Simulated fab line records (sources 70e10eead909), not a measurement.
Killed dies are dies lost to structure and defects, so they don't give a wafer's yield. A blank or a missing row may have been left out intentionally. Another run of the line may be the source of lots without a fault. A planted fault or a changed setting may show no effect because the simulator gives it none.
Which tool is to blame? + flow nand harc + 12 lots with 36 wafers sampled at 2 steps, on a route of 1302 steps

## WHAT EACH GAUGE READ, for each wafer
NHARC_A_ONON_D1_THK_MEAS_05: measures by ellipsometry.
| lot  | measured     | on            | thk nm (nm)    |
|------|--------------|---------------|----------------|
| L075 | day 7 22:25  | film metro-02 | 1006 1005 1005 |
| L077 | day 9 00:10  | film metro-02 | 1012 1011 1012 |
| L079 | day 9 20:04  | film metro-01 | 1009 1009 1010 |
| L081 | day 10 18:44 | film metro-01 | 1018 1015 1018 |
| L083 | day 12 04:31 | film metro-01 | 1005 1005 1006 |
| L085 | day 12 13:32 | film metro-01 | 989 990 989    |
| L087 | day 13 06:39 | film metro-01 | 1003 1001 1001 |
| L089 | day 14 07:27 | film metro-01 | 996 996 997    |
| L091 | day 14 21:11 | film metro-01 | 1016 1015 1014 |
| L093 | day 15 22:10 | film metro-02 | 992 991 991    |
| L095 | day 16 14:31 | film metro-01 | 1026 1026 1028 |
| L097 | day 17 09:36 | film metro-01 | 988 988 991    |

## EACH LOT AND THE TOOL THAT RAN IT (in order: tool; ch and the chambers of the sampled wafers; start)
| lot  | NHARC_P_BONDPAD_PVD_17                  |
|------|-----------------------------------------|
| L075 | pvd sputter-01, day 7 22:25 or earlier  |
| L077 | pvd sputter-03, day 9 00:10 or earlier  |
| L079 | pvd sputter-03, day 9 20:04 or earlier  |
| L081 | pvd sputter-03, day 10 18:44 or earlier |
| L083 | pvd sputter-01, day 12 04:31 or earlier |
| L085 | pvd sputter-03, day 12 13:32 or earlier |
| L087 | pvd sputter-01, day 13 06:39 or earlier |
| L089 | pvd sputter-03, day 14 07:27 or earlier |
| L091 | pvd sputter-03, day 14 21:11 or earlier |
| L093 | pvd sputter-02, day 15 22:10 or earlier |
| L095 | pvd sputter-01, day 16 14:31 or earlier |
| L097 | pvd sputter-03, day 17 09:36 or earlier |
- NHARC_P_BONDPAD_PVD_17: deposits TaN, target thk 5 nm, time 8.06 s.

## THE ANSWER, worked out from the rows above alone
Rule: usual is defined by the lots themselves. The widest of any qualifying gaps counts: lots, ordered by their means at a reading, are off when they make up no more than a third of the lots, leave a main group of 4 or more, and stand apart from it by 3 or more times the standard deviation of that group's means. A main group is skipped when, at the precision printed for the reading in the tables above, its means are all equal. A lot without any number at a reading at which 4 lots or more have one is off too. All remaining lots with rows at the step are treated as sound.
Across all readings shown, no lot is off: no conclusion can be drawn from this.

## WHAT THE SIMULATOR HAD INSERTED
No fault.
